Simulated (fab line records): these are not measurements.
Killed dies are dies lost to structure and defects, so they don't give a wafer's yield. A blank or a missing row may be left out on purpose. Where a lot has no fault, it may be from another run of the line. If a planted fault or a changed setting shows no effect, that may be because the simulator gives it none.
Split-lot study || flow n5 finfet || on a route of 1938 steps: 7 lots, 21 wafers read

## THE SPLIT
At N5_BEOL_M4_ETCH_64 (etches SOC in N2/H2, target depth 75 nm, overetch 22.5 nm, time 121.9 s), the setting bias w was moved away from the recipe's 150 W on 9 of the 21 wafers read, by -17.6% to +14.3%. The other wafers ran this setting at the recipe's value.

The reading is taken at the split's own step.

## THE READING
rf vpp V, in V, at N5_BEOL_M4_ETCH_64 (etches SOC in N2/H2, target depth 75 nm, overetch 22.5 nm, time 121.9 s). On this fab line, fault-free wafers typically give 524.9 V with a standard deviation of 2.3 V.

{"wafer": "L076.1", "tool, chamber at the split": "rie diel-05, 2", "bias w as run, W": 169.7, "against the recipe": "+13.1%", "rf vpp V, V": 570.7, "against lot-mates on the recipe": "+44.2"}
{"wafer": "L076.4", "tool, chamber at the split": "rie diel-05, 3", "bias w as run, W": 150, "against the recipe": "recipe", "rf vpp V, V": 526.5, "against lot-mates on the recipe": "-"}
{"wafer": "L076.5", "tool, chamber at the split": "rie diel-05, 2", "bias w as run, W": 169.7, "against the recipe": "+13.1%", "rf vpp V, V": 570.3, "against lot-mates on the recipe": "+43.8"}
{"wafer": "L075.2", "tool, chamber at the split": "rie diel-03, 2", "bias w as run, W": 150, "against the recipe": "recipe", "rf vpp V, V": 524.5, "against lot-mates on the recipe": "-"}
{"wafer": "L075.3", "tool, chamber at the split": "rie diel-03, 1", "bias w as run, W": 171.4, "against the recipe": "+14.3%", "rf vpp V, V": 570.3, "against lot-mates on the recipe": "+44.0"}
{"wafer": "L075.4", "tool, chamber at the split": "rie diel-03, 0", "bias w as run, W": 150, "against the recipe": "recipe", "rf vpp V, V": 528.1, "against lot-mates on the recipe": "-"}
{"wafer": "L078.1", "tool, chamber at the split": "rie diel-03, 0", "bias w as run, W": 150, "against the recipe": "recipe", "rf vpp V, V": 527.6, "against lot-mates on the recipe": "-"}
{"wafer": "L078.4", "tool, chamber at the split": "rie diel-03, 3", "bias w as run, W": 150, "against the recipe": "recipe", "rf vpp V, V": 520.5, "against lot-mates on the recipe": "-"}
{"wafer": "L078.6", "tool, chamber at the split": "rie diel-03, 0", "bias w as run, W": 150, "against the recipe": "recipe", "rf vpp V, V": 526.9, "against lot-mates on the recipe": "-"}
{"wafer": "L084.1", "tool, chamber at the split": "rie diel-03, 0", "bias w as run, W": 150, "against the recipe": "recipe", "rf vpp V, V": 526.9, "against lot-mates on the recipe": "-"}
{"wafer": "L084.2", "tool, chamber at the split": "rie diel-03, 2", "bias w as run, W": 123.6, "against the recipe": "-17.6%", "rf vpp V, V": 463.3, "against lot-mates on the recipe": -63.6}
{"wafer": "L084.5", "tool, chamber at the split": "rie diel-03, 1", "bias w as run, W": 123.6, "against the recipe": "-17.6%", "rf vpp V, V": 462.0, "against lot-mates on the recipe": -64.9}
{"wafer": "L090.1", "tool, chamber at the split": "rie diel-05, 0", "bias w as run, W": 161.6, "against the recipe": "+7.7%", "rf vpp V, V": 546.8, "against lot-mates on the recipe": "+17.7"}
{"wafer": "L090.2", "tool, chamber at the split": "rie diel-05, 2", "bias w as run, W": 150, "against the recipe": "recipe", "rf vpp V, V": 529.1, "against lot-mates on the recipe": "-"}
{"wafer": "L090.4", "tool, chamber at the split": "rie diel-05, 1", "bias w as run, W": 161.6, "against the recipe": "+7.7%", "rf vpp V, V": 546.7, "against lot-mates on the recipe": "+17.6"}
{"wafer": "L094.1", "tool, chamber at the split": "rie diel-01, 0", "bias w as run, W": 150, "against the recipe": "recipe", "rf vpp V, V": 522.8, "against lot-mates on the recipe": "-"}
{"wafer": "L094.3", "tool, chamber at the split": "rie diel-01, 2", "bias w as run, W": 134, "against the recipe": "-10.7%", "rf vpp V, V": 490.6, "against lot-mates on the recipe": -32.2}
{"wafer": "L094.5", "tool, chamber at the split": "rie diel-01, 0", "bias w as run, W": 134, "against the recipe": "-10.7%", "rf vpp V, V": 487.8, "against lot-mates on the recipe": -35.0}
{"wafer": "L095.1", "tool, chamber at the split": "rie diel-05, 0", "bias w as run, W": 150, "against the recipe": "recipe", "rf vpp V, V": 523.4, "against lot-mates on the recipe": "-"}
{"wafer": "L095.2", "tool, chamber at the split": "rie diel-05, 2", "bias w as run, W": 150, "against the recipe": "recipe", "rf vpp V, V": 527.8, "against lot-mates on the recipe": "-"}
{"wafer": "L095.6", "tool, chamber at the split": "rie diel-05, 1", "bias w as run, W": 150, "against the recipe": "recipe", "rf vpp V, V": 520.3, "against lot-mates on the recipe": "-"}

FIT RESULTS
A straight line over all 21 wafers: rf vpp V changes by +3.39 V for each +1% of bias w; r = +1.00; the points scatter about the line by 3 V.
The same after taking each lot's own level away (the mean of its wafers on the recipe; 21 wafers): +3.32 V for each +1%; r = +0.99; scatter 3.6 V.
Per that fit: largest bias w move, reading shift of 58 V.
Across the lots, their own levels run from 522.80 to 529.10 V, a range of 2.7 times the standard deviation given above.
Consequently the slope shifts little with the lot-to-lot level, the two slopes agreeing.
Check: -58.4 V against its lot-mates is what the line predicts for one of the wafers moved furthest among these (-17.6%) when that wafer is left out of the fit. It came out at -63.6 V against them.
Tool readings at the split's step, against how far the setting was moved: rf vpp V r = +1.00.

## THESE WAFERS: OTHER SPLITS
Before the reading, these wafers also passed through other splits. Each is held against what the fit with the lots' levels taken away leaves over:
{"other split on the same wafers": "N5_BEOL_M3_ETCH_77 h2 flow sccm", "wafers away from the commonest value": 10, "r with rf vpp V (lot level and that fit taken away)": "+0.13"}

## THE WHOLE CHAIN: every reading that the file lists as answering this split, in the file's order
{"step": "N5_BEOL_M4_ETCH_64", "what it does": "etches SOC in N2/H2, target depth 75 nm, overetch 22.5 nm, time 121.9 s", "reading": "rf vpp V", "change (the file's fit)": "+3.3 V for each +1% of the setting", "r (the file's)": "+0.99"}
{"step": "N5_BEOL_M4_ETCH_64", "what it does": "etches SOC in N2/H2, target depth 75 nm, overetch 22.5 nm, time 121.9 s", "reading": "SiARC_of_BEOL_M4_COAT_62.thk nm (the simulator's own value, which no gauge read)", "change (the file's fit)": "-0.0805 nm for each +1% of the setting", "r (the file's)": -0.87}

## THE FILE'S OWN FIT
rf vpp V changes by +3.3 V for each +1% of bias w, r = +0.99.
